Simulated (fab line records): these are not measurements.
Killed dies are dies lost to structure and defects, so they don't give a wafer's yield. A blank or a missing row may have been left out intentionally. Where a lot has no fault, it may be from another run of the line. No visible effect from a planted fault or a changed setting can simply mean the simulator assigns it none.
Chamber matching ; flow nandHarc ; pecvd-03 running NHARC_P_M2_DEP_33: 3 sister chambers
The step deposits SiCN, target thk 30 nm. 3 wafers are shown with their chamber, then 7 later ones without.

## WAFERS WITH THEIR CHAMBER
wafer;chamber;heaterPowerW (W)
L805.6;1;613
L822.2;0;478
L822.3;2;562

## WAFERS WITH NO CHAMBER GIVEN
wafer;heaterPowerW (W)
L822.5;488
L824.1;511
L824.2;663
L824.6;533
L823.1;606
L823.3;666
L823.6;619

## CHAMBER TAKEN BY EACH
wafer;from the rows above;in truth
L822.5;can't be placed: 0 or 2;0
L824.1;can't be placed: 0 or 2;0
L824.2;can't be placed: 1 or 2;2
L824.6;can't be placed: 2 or 0 or 1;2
L823.1;can't be placed: 1 or 2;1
L823.3;can't be placed: 1 or 2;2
L823.6;can't be placed: 1 or 2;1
Placed correctly: 0 of 7. Unplaceable from these rows: 7, with the true chamber sitting among the candidates in 7. Wrongly placed: 0.
How it was worked out, from the rows above alone: a wafer's distance from a chamber is the root of the sum, over the readings, of the square of ((its reading less the chamber's mean) divided by the reading's scatter). The wafer belongs to the nearest chamber; if the next one is less than 2 further off, it can't be placed. Each chamber's mean is taken over the wafers shown for it. The scatter (one wafer shown for each chamber): square how far every hidden wafer sits from the nearest shown wafer, average those squares and take the square root.
